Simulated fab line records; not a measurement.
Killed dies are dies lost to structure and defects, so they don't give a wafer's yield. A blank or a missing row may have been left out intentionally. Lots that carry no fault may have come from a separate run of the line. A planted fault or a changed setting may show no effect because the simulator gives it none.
fab line records -- flow n5_finfet
record lots=7, wafers=39
route steps=1938 shown ZERO_LAYER@16 FIN_SAQP@96 DUMMY_GATE@234 HKMG_FIN@442 MOL_CONTACT_COAG@581 BEOL_M0_CUTY@711 BEOL_M1@811 BEOL_M3@1004 BEOL_M4@1111
start_h: hours from the record's opening day to when the first of the lot's shown wafers began -- wait_h: hours from the lot's prior step to this one -- " repeats the value in the row above -- L1.1+2: a single row standing in for several wafers -- - no value present, or no start provided -- * or withheld: withheld -- < > ~ a bound
route shown NAME@n: NAME is a module with steps in the file, n the number in the route of the first one -- usual: mean/standard deviation taken from wafers without a fault -- same: alike in all rows -- chamber/n: place in a boat -- sites: the reading at each site -- _std_site: their standard deviation -- _edge_site: outer sites' mean less inner sites' -- radius_mm: for every site, how far away it sits from the centre of the wafer -- mask NAME#n: copy n -- behind: the last tool/chamber to shape the wafer -- hold: cause of the lot's hold/its duration in hours/its outcome -- device: which transistor (n, p or np) failed to switch -- end of line: at the end of the route, the tests of the same wafers -- where a step has no rows: the recipe by itself -- killed: dies that structure and defects cost at the first sort, which is not the same as the wafer's yield -- map: a wafer's dies, marking killed ones x, the rest . and places with no die _
set.NAME: the setting that was run; set.NAME@STEP: the one run at that earlier step -- model.NAME: the simulator's own value behind a step, which no gauge read
lots whose settings were changed on purpose; a table a step, a row a wafer
## steps
# step N5_ZERO_LAYER_ETCH_18
# recipe chemistry=HBr/Cl2, target=Si, target_depth_a=1200, time_s=40, pressure_mtorr=10, icp_w=800, bias_w=75, HBr_flow_sccm=150, Cl2_flow_sccm=80
# step N5_FIN_SAQP_HM_DEP_03
# recipe material=SiNx, target_thk_a=380, temp_c=400, precursor=SiH4/NH3/N2, pressure_torr=1.5, rf_w=300, time_s=33.6
# step N5_DUMMY_GATE_DESCUM_20
# recipe chemistry=O2, time_s=6.2, source_power_w=50, bias_power_w=20, pressure_mtorr=20, rf_frequency_hz=2.712e+07, temp_c=40, resist=CAR-EUV, o2_flow_sccm=225
# step N5_HKMG_FIN_ALD_91
# recipe material=TiN, target_thk_a=10, temp_c=400, ald_precursor_family=TiCl4, ald_co_reactant=NH3, pulse_time_s=1, purge_time_s=3, co_reactant_purge_time_s=2, co_reactant_pulse_time_s=2, ald_cycles=47, pressure_torr=3
# step N5_MOL_CONTACT_COAG_ETCH_91
# recipe chemistry=N2/H2, target=SOC, target_depth_a=600, overetch_a=210, mask_material=SiARC, temp_c=40, time_s=101.2, ion_energy_ev=200, pressure_mtorr=30, source_w=840, bias_w=150, n2_flow_sccm=200, h2_flow_sccm=200
# step N5_BEOL_M0_CUTY_DESCUM_61
# recipe chemistry=O2, time_s=7.9, source_power_w=50, bias_power_w=20, pressure_mtorr=20, rf_frequency_hz=2.712e+07, temp_c=40, resist=CAR-ArF-block, o2_flow_sccm=225
# step N5_BEOL_M1_ALD_84
# recipe material=TaN, target_thk_a=*, temp_c=275, ald_precursor_family=PDMAT, ald_co_reactant=NH3, pressure_torr=3, carrier_flow_sccm=1500, pulse_time_s=2, purge_time_s=3, co_reactant_purge_time_s=2, co_reactant_pulse_time_s=3, ald_cycles=30, precursor_vessel_temp_c=75, precursor_vessel_pressure_torr=26.25, precursor_vessel_carrier_sccm=1000
# step N5_BEOL_M3_SPUTTER_90
# recipe material=Cu, target_thk_a=45, temp_c=-20, chamber_pressure_pa=0.07, power_w=withheld, time_s=8.29
# step N5_BEOL_M4_RC_MEAS_101
# usual IOFF_N_LONG=5.58e-05/2.4e-06, VT_N=249/4.3, VT_N_LONG=274.5/2, VT_N_LVT=97/4.3
lot.wafer,tool,chamber,start_h,wait_h,set.target_depth_a@ZERO_LAYER_ETCH_18,set.time_s@FIN_SAQP_HM_DEP_03,set.time_s@DUMMY_GATE_DESCUM_20,set.ald_cycles@HKMG_FIN_ALD_91,set.target_depth_a@MOL_CONTACT_COAG_ETCH_91,set.time_s@BEOL_M0_CUTY_DESCUM_61,set.ald_cycles@BEOL_M1_ALD_84,set.time_s@BEOL_M3_SPUTTER_90,IOFF_N_LONG[nA/um],VT_N[mV],VT_N_LONG[mV],VT_N_LVT[mV]
L082.2,prober-02,0,285.15,0.2,1200,33.6,6.2,47,600,7.9,30,8.29,5.61e-05,246,276.5,93
L082.3,prober-02,0,285.15,0.2,1200,33.6,6.2,47,600,7.9,30,8.29,5.75e-05,247,272.2,95
L082.6,prober-02,0,285.15,0.2,1200,33.6,6.2,47,600,7.9,30,8.29,5.74e-05,242,273.9,90
L086.1,prober-02,0,300.21,0.0,1200,33.6,4.731,47,600,7.9,30,8.29,5.71e-05,243,273.5,93
L086.2,prober-02,0,300.21,0.0,1200,33.6,6.2,47,600,10.61,30,3.469,5.63e-05,241,274.8,94
L086.3,prober-02,0,300.21,0.0,1200,33.6,4.731,47,317.9,10.61,44,3.469,-,-,-,-
L086.4,prober-02,0,300.21,0.0,1200,33.6,4.731,47,317.9,7.9,44,3.469,-,-,-,-
L086.5,prober-02,0,300.21,0.0,1200,33.6,6.2,47,600,7.9,44,8.29,5.58e-05,248,274.1,98
L086.6,prober-02,0,300.21,0.0,1200,33.6,6.2,47,317.9,10.61,30,8.29,-,-,-,-
L089.1,prober-01,0,317.15,0.0,1631,42.65,7.318,57,600,12.27,30,3.396,3.3e-05,281,299.2,129
L089.2,prober-01,0,317.15,0.0,1200,33.6,7.318,47,600,7.9,38,3.396,5.27e-05,255,275.8,104
L089.3,prober-01,0,317.15,0.0,1200,42.65,6.2,57,600,12.27,38,8.29,3.09e-05,280,299.5,128
L089.4,prober-01,0,317.15,0.0,1200,33.6,7.318,47,600,12.27,30,8.29,5.38e-05,250,276.8,97
L089.5,prober-01,0,317.15,0.0,1631,42.65,6.2,47,600,7.9,30,3.396,5.31e-05,253,278.4,101
L089.6,prober-01,0,317.15,0.0,1631,33.6,6.2,57,600,7.9,38,8.29,3.3e-05,270,301.6,119
L093.1,prober-01,0,348.65,0.0,1200,33.6,6.2,47,600,7.9,30,8.29,5.01e-05,253,279.4,99
L093.2,prober-01,0,348.65,0.0,1200,33.6,6.2,47,600,11.54,38,8.29,4.95e-05,248,278.2,94
L093.3,prober-01,0,348.65,0.0,1200,33.6,8.698,47,600,7.9,38,4.062,5.17e-05,244,279.7,94
L093.4,prober-01,0,348.65,0.0,1200,33.6,8.698,47,471.1,11.54,30,4.062,4.96e-05,252,279.0,99
L093.5,prober-01,0,348.65,0.0,1200,33.6,6.2,47,471.1,7.9,30,4.062,5.08e-05,246,279.4,95
L093.6,prober-01,0,348.65,0.0,1200,33.6,8.698,47,471.1,11.54,38,8.29,5.11e-05,250,280.1,98
L094.1,prober-02,0,351.06,0.0,1200,33.6,8.912,47,828.4,7.9,30,8.29,5.52e-05,250,275.1,99
L094.2,prober-02,0,351.06,0.0,1200,33.6,8.912,47,828.4,3.19,44,8.29,5.82e-05,249,277.2,99
L094.3,prober-02,0,351.06,0.0,1200,33.6,8.912,60,600,7.9,44,4.623,2.93e-05,288,304.5,137
L094.4,prober-02,0,351.06,0.0,1200,33.6,6.2,60,600,3.19,30,8.29,3.12e-05,283,305.3,133
L094.5,prober-02,0,351.06,0.0,1200,33.6,6.2,60,828.4,7.9,30,4.623,3.2e-05,280,308.7,131
L094.6,prober-02,0,351.06,0.0,1200,33.6,6.2,47,600,3.19,44,4.623,5.54e-05,251,275.0,104
L092.1,prober-01,0,351.78,0.7,1200,14.1,6.2,55,600,7.9,35,11.77,3.65e-05,267,291.5,114
L092.2,prober-01,0,351.78,0.7,1795,14.1,6.2,47,600,7.9,35,8.29,5.75e-05,238,273.1,87
L092.3,prober-01,0,351.78,0.7,1200,33.6,6.2,47,600,4.26,30,8.29,5.76e-05,256,275.5,103
L092.4,prober-01,0,351.78,0.7,1200,33.6,6.2,47,600,7.9,30,11.77,5.67e-05,247,271.7,96
L092.5,prober-01,0,351.78,0.7,1795,14.1,6.2,55,600,4.26,30,11.77,3.65e-05,266,291.0,114
L092.6,prober-01,0,351.78,0.7,1795,33.6,6.2,55,600,4.26,35,8.29,3.57e-05,274,292.8,119
L097.1,prober-02,0,375.35,0.0,1200,25.65,6.2,47,871.5,9.36,30,8.29,5.71e-05,239,272.5,88
L097.2,prober-02,0,375.35,0.0,1200,33.6,6.2,61,871.5,9.36,30,8.29,2.89e-05,279,307.7,126
L097.3,prober-02,0,375.35,0.0,1200,25.65,6.2,61,600,7.9,30,8.29,3.07e-05,276,308.5,123
L097.4,prober-02,0,375.35,0.0,1200,25.65,6.2,47,600,7.9,30,8.29,5.79e-05,243,271.0,90
L097.5,prober-02,0,375.35,0.0,1200,33.6,6.2,47,600,9.36,30,8.29,5.68e-05,245,274.7,92
L097.6,prober-02,0,375.35,0.0,1200,33.6,6.2,61,871.5,7.9,30,8.29,2.94e-05,275,307.6,123
## key
split step=N5_ZERO_LAYER_ETCH_18, setting=target_depth_a, stated_as=1200
response none clear
split step=N5_FIN_SAQP_HM_DEP_03, setting=time_s, stated_as=33.6
response none clear
split step=N5_DUMMY_GATE_DESCUM_20, setting=time_s, stated_as=6.2
response none clear
split step=N5_HKMG_FIN_ALD_91, setting=ald_cycles, stated_as=47
response step=N5_BEOL_M4_RC_MEAS_101, reading=VT_N_LONG, slope=+1.13, per=1%, together_with=all, explained=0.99
response step=N5_BEOL_M4_RC_MEAS_101, reading=IOFF_N_LONG, slope=-9.66e-07, per=1%, together_with=all, explained=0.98
response step=N5_BEOL_M4_RC_MEAS_101, reading=VT_N_LVT, slope=+1.2, per=1%, together_with=all, explained=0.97
response step=N5_BEOL_M4_RC_MEAS_101, reading=VT_N, slope=+1.22, per=1%, together_with=all, explained=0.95
split step=N5_MOL_CONTACT_COAG_ETCH_91, setting=target_depth_a, stated_as=600
response none clear
split step=N5_BEOL_M0_CUTY_DESCUM_61, setting=time_s, stated_as=7.9
response none clear
split step=N5_BEOL_M1_ALD_84, setting=ald_cycles, stated_as=30
response none clear
split step=N5_BEOL_M3_SPUTTER_90, setting=time_s, stated_as=8.29
response none clear
